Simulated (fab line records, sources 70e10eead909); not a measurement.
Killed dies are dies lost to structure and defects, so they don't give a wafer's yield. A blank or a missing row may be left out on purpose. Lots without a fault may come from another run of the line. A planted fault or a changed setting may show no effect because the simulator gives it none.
fab line records | flow nand_harc
record lots=12 wafers=36 last_day=33
route steps=1302 shown A_SGD_CUT@901 A_SLIT@923 END@1302
lots that met no fault: from a run of the same line without faults
start_h: hours from the record's first day to the start of the lot's first wafer shown | wait_h: hours since the lot's step before | " the same as in the row above | L1.1+2: a row that stands for several wafers | - no value, or no start given | * or withheld: withheld | < > ~ a bound
route shown NAME@n: a module of which the file shows steps, and the number in the route of the first | usual: mean/standard deviation of fault-free wafers | same: alike in all rows | chamber/n: place in a boat | sites: the reading at each site | _std_site: their standard deviation | _edge_site: outer sites' mean less inner sites' | radius_mm: how far each site lies from the wafer's centre | mask NAME#n: copy n | behind: the tool/chamber that last shaped the wafer | hold: why the lot was held/for how many hours/how that ended | device: the transistor (n, p or np) that didn't switch | end of line: the same wafers' tests at the end of the route | a step without rows: its recipe alone | killed: dies lost to structure and defects at the first sort, not the wafer's yield | map: a wafer's dies, x killed, . not, _ none there
set.NAME: the setting as run; set.NAME@STEP: as run at that earlier step | model.NAME: the simulator's own value behind a step, which no gauge read
steps of the route over a sample of lots; a table a step, a row a wafer
services: from which hour (start_h, from the record's first day; less than 0 if before it) a tool's chamber was out of use, for how many hours, and why
## steps
# step NHARC_A_SGD_CUT_CD_MEAS_09
# recipe target_cd_nm=100 landing_energy_ev=500
# usual cd_nm=100.0/0.66
# columns lot.wafer tool chamber start_h wait_h cd_nm
L329.2 cd_sem-03 0 452.45 - 99.7
L329.3 " 0 " " 98.5
L329.5 " 0 " " 99.2
L331.1 cd_sem-02 0 474.26 - 100.4
L331.3 " 0 " " 100.2
L331.4 " 0 " " 100.6
L330.1 cd_sem-02 0 474.63 - 100.6
L330.2 " 0 " " 101.4
L330.5 " 0 " " 100.8
L332.3 cd_sem-02 0 491.68 - 99.5
L332.5 " 0 " " 99.0
L332.6 " 0 " " 99.4
L333.1 cd_sem-03 0 491.85 - 100.8
L333.2 " 0 " " 101.0
L333.3 " 0 " " 101.0
L334.3 cd_sem-03 0 509.81 - 100.0
L334.4 " 0 " " 99.8
L334.5 " 0 " " 99.8
L336.2 cd_sem-03 0 540.11 - 99.3
L336.4 " 0 " " 99.2
L336.6 " 0 " " 99.7
L343.2 cd_sem-02 0 593.15 - 98.8
L343.3 " 0 " " 98.8
L343.6 " 0 " " 98.8
L346.1 cd_sem-02 0 633.01 - 99.4
L346.2 " 0 " " 99.7
L346.5 " 0 " " 100.1
L347.2 cd_sem-03 0 643.57 - 100.3
L347.3 " 0 " " 100.0
L347.5 " 0 " " 100.4
L348.3 cd_sem-03 0 670.50 - 100.6
L348.5 " 0 " " 100.5
L348.6 " 0 " " 100.7
L349.3 cd_sem-03 0 674.06 - 100.3
L349.4 " 0 " " 100.4
L349.6 " 0 " " 100.1
# step NHARC_A_SGD_CUT_CMP_21
# recipe target_thk_nm=148.19
# usual motor_current_A=11.6/1.4 slurry_filter_dp_kPa=13.49/0.13 time_to_endpoint_s=51/3.2
# columns lot.wafer tool chamber start_h wait_h motor_current_A slurry_filter_dp_kPa time_to_endpoint_s
L329.3 cmp-04 2 458.64 0.4 9.7 13.63 61
L329.2 " 0 " " 10.6 13.57 50
L329.5 " 2 " " 9.8 13.52 54
L331.1 cmp-02 1 480.33 0.4 10.3 13.54 52
L331.4 " 3 " " 13.6 13.32 52
L331.3 " 0 " " 10.4 13.49 53
L330.1 cmp-04 2 480.36 0.4 9.5 13.46 52
L330.2 " 3 " " 13.9 13.76 47
L330.5 " 2 " " 9.5 13.51 51
L333.3 cmp-02 1 499.14 0.4 9.7 13.56 53
L333.2 " 2 " " 13.4 13.26 50
L333.1 " 0 " " 11.1 13.57 56
L332.3 cmp-01 2 499.19 0.4 12.7 13.67 51
L332.5 " 0 " " 11.4 13.64 52
L332.6 " 1 " " 12.3 13.27 53
L334.3 cmp-02 1 515.77 0.4 10.4 13.67 52
L334.4 " 0 " " 10.7 13.64 54
L334.5 " 2 " " 14.5 13.73 47
L336.4 cmp-02 0 546.23 0.4 10.8 13.68 54
L336.2 " 2 " " 13.9 13.47 47
L336.6 " 0 " " 10.8 13.54 51
L343.3 cmp-02 2 599.35 0.4 13.7 13.71 50
L343.2 " 3 " " 12.9 13.76 53
L343.6 " 1 " " 10.0 13.60 54
L346.2 cmp-02 2 639.01 0.4 14.8 13.44 51
L346.1 " 3 " " 13.2 13.49 51
L346.5 " 0 " " 10.5 13.32 53
L347.3 cmp-01 0 649.55 0.4 10.8 13.58 50
L347.2 " 1 " " 11.7 13.26 47
L347.5 " 3 " " 11.7 13.52 42
L348.3 cmp-04 3 676.51 0.4 14.0 13.40 45
L348.5 " 0 " " 10.8 13.32 48
L348.6 " 1 " " 11.5 13.63 48
L349.3 cmp-01 1 680.40 0.4 11.7 13.34 54
L349.4 " 2 " " 12.4 13.59 53
L349.6 " 0 " " 10.7 13.53 56
# step NHARC_A_SGD_CUT_STRIP_28
# recipe time_s=20 o2_flow_sccm=500 ar_flow_sccm=0 bias_w=0 chemistry=O2
# usual drypump_motor_current_A=5.61/0.29 mfc_ar_sccm=0.008/0.0094 o2_flow_sccm=500.0/1.6 oes_product_au=1.004/0.011 rf_vpp_V=57.9/1 showerhead_plenum_p_Torr=3.55/0.14 throttle_valve_pct=17.037/0.0092
# columns lot.wafer tool chamber start_h wait_h drypump_motor_current_A mfc_ar_sccm o2_flow_sccm oes_product_au rf_hours_counter_h rf_vpp_V showerhead_plenum_p_Torr throttle_valve_pct
L329.3 rie_diel-10 0 - - 5.09 0.013 500.4 0.977 2 57.8 3.39 17.041
L329.2 " 2 " " 5.50 0.027 501.2 1.011 2 58.3 3.47 17.028
L329.5 " 0 " " 5.09 0.013 499.6 0.991 - 56.5 3.39 17.032
L330.1 rie_diel-10 3 - - 5.66 0.005 499.3 0.983 4 57.4 3.52 17.050
L330.2 " 0 " " 5.09 0.013 501.9 0.992 3 55.5 3.39 17.020
L330.5 " 3 " " 5.65 0.005 498.5 0.982 - 57.2 3.52 17.035
L331.4 rie_diel-11 3 - - 5.99 0 500.3 1.018 4 58.9 3.69 17.051
L331.3 " 0 " " 5.49 0 498.3 1.003 3 58.6 3.54 17.041
L331.1 " 1 " " 6.02 0.022 500.9 0.993 3 58.7 3.69 17.039
L333.1 rie_diel-10 0 - - 5.10 0.013 501.0 0.991 4 56.4 3.39 17.026
L333.3 " 2 " " 5.55 0.027 502.8 1.007 4 58.6 3.47 17.030
L333.2 " 3 " " 5.64 0.005 497.7 0.988 5 57.7 3.52 17.044
L332.3 rie_diel-05 2 - - 5.77 0.001 500.0 1.003 7 56.7 3.33 17.050
L332.5 " 3 " " 5.43 0.009 499.6 1.001 - 57.2 3.43 17.044
L332.6 " 0 " " 5.50 0.009 499.4 1.008 - 56.6 3.46 17.038
L334.4 rie_diel-05 2 - - 5.82 0.001 499.5 1.000 8 57.0 3.33 17.048
L334.3 " 3 " " 5.47 0.009 501.3 1.004 8 57.4 3.43 17.030
L334.5 " 3 " " 5.47 0.009 499.1 1.016 - 58.0 3.43 17.019
L336.4 rie_diel-10 1 - - 5.61 0 502.8 1.014 6 58.0 3.77 17.027
L336.2 " 0 " " 5.11 0.013 500.9 0.990 6 57.1 3.39 17.029
L336.6 " 2 " " 5.49 0.027 499.7 1.018 - 57.3 3.47 17.051
L343.3 rie_diel-11 1 - - 6.01 0.022 498.1 0.999 15 58.9 3.68 17.027
L343.2 " 3 " " 5.98 0 500.1 0.999 14 59.1 3.69 17.040
L343.6 " 2 " " 5.24 0 503.0 1.004 - 58.0 3.67 17.030
L346.1 rie_diel-10 1 - - 5.60 0 497.1 1.002 1 56.0 3.77 17.040
L346.2 " 3 " " 5.64 0.005 499.7 0.991 1 57.4 3.52 17.039
L346.5 " 1 " " 5.61 0 497.8 1.007 - 59.3 3.77 17.046
L347.3 rie_diel-11 0 - - 5.51 0 498.3 1.007 1 58.3 3.53 17.057
L347.2 " 2 " " 5.24 0 498.9 0.994 2 58.6 3.67 17.030
L347.5 " 1 " " 6.00 0.022 501.0 0.993 - 58.5 3.68 17.031
L348.3 rie_diel-10 2 - - 5.53 0.027 499.0 1.007 3 56.3 3.46 17.031
L348.5 " 1 " " 5.62 0 501.0 1.000 - 57.5 3.77 17.033
L348.6 " 2 " " 5.50 0.027 500.5 1.020 - 58.2 3.46 17.026
L349.3 rie_diel-05 0 - - 5.52 0.009 500.1 1.003 6 59.1 3.45 17.047
L349.4 " 3 " " 5.45 0.009 498.8 1.009 6 57.2 3.43 17.046
L349.6 " 0 " " 5.52 0.009 498.0 1.009 - 58.5 3.45 17.037
# step NHARC_A_SGD_CUT_INSPECT_25
# usual raw_defect_count=396/84
# columns lot.wafer tool chamber start_h wait_h raw_defect_count
L329.2 defect_inspect-01 - 459.34 - 425
L329.3 " - " " 238
L329.5 " - " " 283
L330.1 defect_inspect-01 - 481.06 - 477
L330.2 " - " " 364
L330.5 " - " " 432
L331.1 defect_inspect-02 - 481.08 - 445
L331.3 " - " " 346
L331.4 " - " " 372
L333.1 defect_inspect-02 - 499.87 - 474
L333.2 " - " " 287
L333.3 " - " " 322
L332.3 defect_inspect-01 - 499.87 - 424
L332.5 " - " " 340
L332.6 " - " " 616
L334.3 defect_inspect-01 - 516.51 - 852
L334.4 " - " " 892
L334.5 " - " " 784
L336.2 defect_inspect-01 - 546.93 - 645
L336.4 " - " " 654
L336.6 " - " " 673
L343.2 defect_inspect-01 - 600.05 - 390
L343.3 " - " " 331
L343.6 " - " " 381
L346.1 defect_inspect-01 - 639.68 - 479
L346.2 " - " " 379
L346.5 " - " " 508
L347.2 defect_inspect-02 - 650.25 - 250
L347.3 " - " " 301
L347.5 " - " " 219
L348.3 defect_inspect-02 - 677.16 - 320
L348.5 " - " " 343
L348.6 " - " " 410
L349.3 defect_inspect-02 - 681.11 - 400
L349.4 " - " " 451
L349.6 " - " " 350
# step NHARC_A_SLIT_DEP_00
# recipe target_thk_a=62000 temp_c=400 material=aC
# usual throttle_valve_pct=35.000/0.0096
# columns lot.wafer tool chamber start_h wait_h throttle_valve_pct
L329.2 acl_dep-03 0 460.37 - 35.017
L329.3 " 0 " " 34.988
L329.5 " 0 462.26 - 34.990
L330.1 acl_dep-02 0 482.15 - 34.993
L330.2 " 0 " " 35.018
L330.5 " 0 484.66 - 35.010
L331.1 acl_dep-01 0 485.52 - 35.009
L331.3 " 0 486.78 - 34.993
L331.4 " 0 " " 35.001
L333.1 acl_dep-02 0 502.03 - 35.010
L333.2 " 0 " " 35.005
L333.3 " 0 " " 34.985
L332.3 acl_dep-01 0 505.87 - 34.990
L332.5 " 0 507.11 - 35.023
L332.6 " 0 " " 34.993
L334.3 acl_dep-01 0 518.17 - 35.009
L334.4 " 0 " " 34.996
L334.5 " 0 " " 35.013
L336.2 acl_dep-02 0 547.95 - 35.004
L336.4 " 0 549.18 - 35.006
L336.6 " 0 550.41 - 35.016
L343.2 acl_dep-01 0 603.32 - 34.986
L343.3 " 0 " " 34.996
L343.6 " 0 605.85 - 34.991
L346.1 acl_dep-01 0 643.55 - 35.010
L346.2 " 0 " " 34.986
L346.5 " 0 646.05 - 35.000
L347.2 acl_dep-01 0 654.12 - 34.995
L347.3 " 0 " " 35.015
L347.5 " 0 655.98 - 35.007
L348.3 acl_dep-02 0 678.83 - 34.990
L348.5 " 0 680.10 - 34.999
L348.6 " 0 " " 35.009
L349.3 acl_dep-02 0 682.75 - 34.999
L349.4 " 0 " " 34.997
L349.6 " 0 684.61 - 35.001
# step NHARC_END_SORT_01
# recipe temp_c=25
# usual killed_at_array=57/19 killed_at_other=0.9/1.1 killed_at_periphery=4.0/2.6 killed_dies=62/19 killed_open=3.3/1.8 killed_short=2.4/1.7
# same gross_dies=677
# columns lot.wafer tool chamber start_h wait_h killed_at_array killed_at_other killed_at_periphery killed_dies killed_open killed_short
L334.3 prober-01 0 636.79 3.1 278 2 0 280 2 0
L334.4 prober-01 0 637.59 3.4 283 0 2 285 3 6
L334.5 prober-01 0 638.39 3.7 265 1 0 266 2 2
L336.2 prober-02 0 659.64 2.8 295 0 0 295 4 1
L336.4 prober-02 0 661.23 3.4 297 1 3 301 5 3
L336.6 prober-02 0 662.82 4.0 274 0 1 275 3 1
# killed by level:class
L334.3 A_SGD_CUT:unspecified=233 A_CHANNEL_HOLE_D2:chamber_film_flake=25 A_BLC:chamber_film_flake=6 A_CHANNEL_HOLE_D1:chamber_film_flake=5 A_CHANNEL_FILL_D1:chamber_film_flake=3 A_WL_FILL:chamber_film_flake=2 A_ONON_D2:geometric_particle:open=1 A_M0:geometric_particle:open=1
L334.4 A_SGD_CUT:unspecified=236 A_CHANNEL_HOLE_D2:chamber_film_flake=25 A_BLC:chamber_film_flake=4 A_CHANNEL_HOLE_D1:chamber_film_flake=3 A_WL_FILL:geometric_particle:short=2 A_STAIRCASE:chamber_film_flake=2 A_WL_FILL:chamber_film_flake=2 P_CONTACT:geometric_particle:open=1
L334.5 A_SGD_CUT:unspecified=226 A_CHANNEL_HOLE_D2:chamber_film_flake=23 A_CHANNEL_HOLE_D1:chamber_film_flake=3 A_BLC:chamber_film_flake=3 A_DECK1_JOINT:chamber_film_flake=2 A_CHANNEL_FILL_D1:geometric_particle:short=1 A_CHANNEL_HOLE_D2:geometric_particle:short=1 A_SGD_CUT:geometric_particle:open=1
L336.2 A_SGD_CUT:unspecified=241 A_CHANNEL_HOLE_D1:chamber_film_flake=29 A_SLIT:chamber_film_flake=12 A_M0:geometric_particle:open=3 A_STAIRCASE:chamber_film_flake=3 A_CHANNEL_HOLE_D2:unspecified=2 A_ONON_D1:geometric_particle:open=1 A_CHANNEL_FILL_D1:geometric_particle:short=1
L336.4 A_SGD_CUT:unspecified=236 A_CHANNEL_HOLE_D1:chamber_film_flake=27 A_SLIT:chamber_film_flake=19 A_CHANNEL_HOLE_D2:chamber_film_flake=2 A_STAIRCASE:chamber_film_flake=2 A_CONTACT:chamber_film_flake=2 P_CONTACT:geometric_particle:open=1 P_M0:geometric_particle:open=1
L336.6 A_SGD_CUT:unspecified=216 A_SLIT:chamber_film_flake=25 A_CHANNEL_HOLE_D1:chamber_film_flake=20 A_STAIRCASE:chamber_film_flake=3 A_CONTACT:chamber_film_flake=2 A_CHANNEL_HOLE_D2:chamber_film_flake=2 P_STI:geometric_particle:open=1 A_ONON_D2:geometric_particle:open=1
## services
# columns tool chamber start_h hours kind
cmp-01 - 446.79 1.5 repair
cmp-01 - 454.10 0.4 repair
cmp-04 - 454.62 1.4 repair
rie_diel-05 2 463.58 4.9 repair
cmp-01 - 479.67 4.0 pm
cmp-04 - 487.81 0.3 repair
rie_diel-11 1 487.95 4.5 repair
cmp-04 - 503.26 4.0 pm
rie_diel-11 2 505.16 5.1 repair
rie_diel-05 0 511.53 4.4 repair
rie_diel-05 3 516.60 3.3 repair
cmp-02 - 528.09 4.0 pm
rie_diel-11 3 533.93 1.6 repair
rie_diel-10 0 543.35 1.4 repair
cmp-02 - 550.62 2.5 repair
acl_dep-01 - 552.72 13.0 pm
cmp-02 - 593.44 0.8 repair
rie_diel-10 - 596.56 9.0 pm
acl_dep-02 - 608.00 13.0 pm
rie_diel-10 3 621.14 7.9 repair
rie_diel-10 2 622.55 3.5 repair
cmp-02 - 624.68 2.9 repair
cmp-02 - 627.60 4.0 pm
cmp-02 - 666.15 0.5 repair
## key
first_sign step=NHARC_A_SGD_CUT_INSPECT_25 reading=raw_defect_count direction=up sigmas=4.2 usual=396 struck=750
effect step=NHARC_END_SORT_01 reading=killed_at_array direction=up sigmas=12 usual=57 struck=282
more_kills_born_at NHARC_A_SGD_CUT_CMP_21@cmp-02=1388
met_at NHARC_A_SGD_CUT_CMP_21
struck_lots L334,L336
tester_left_out L334,L336
not_acting_at NHARC_A_SGD_CUT_CD_MEAS_09,NHARC_A_SGD_CUT_STRIP_28,NHARC_A_SLIT_DEP_00
onset_between 499.14 515.77
fault kind=chamber_particle_source tool=cmp-02 chamber=- onset_h=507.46 steps=NHARC_A_SGD_CUT_CMP_21 rate_per_visit_cm2=0.46071 end_h=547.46
# tester_left_out: of these lots the tester's yield and bins aren't shown, on N5 and GAA mostly nor the transistor test; their killed dies are dies lost to structure and defects alone, not to doping, threshold or leakage, so they don't give the yield
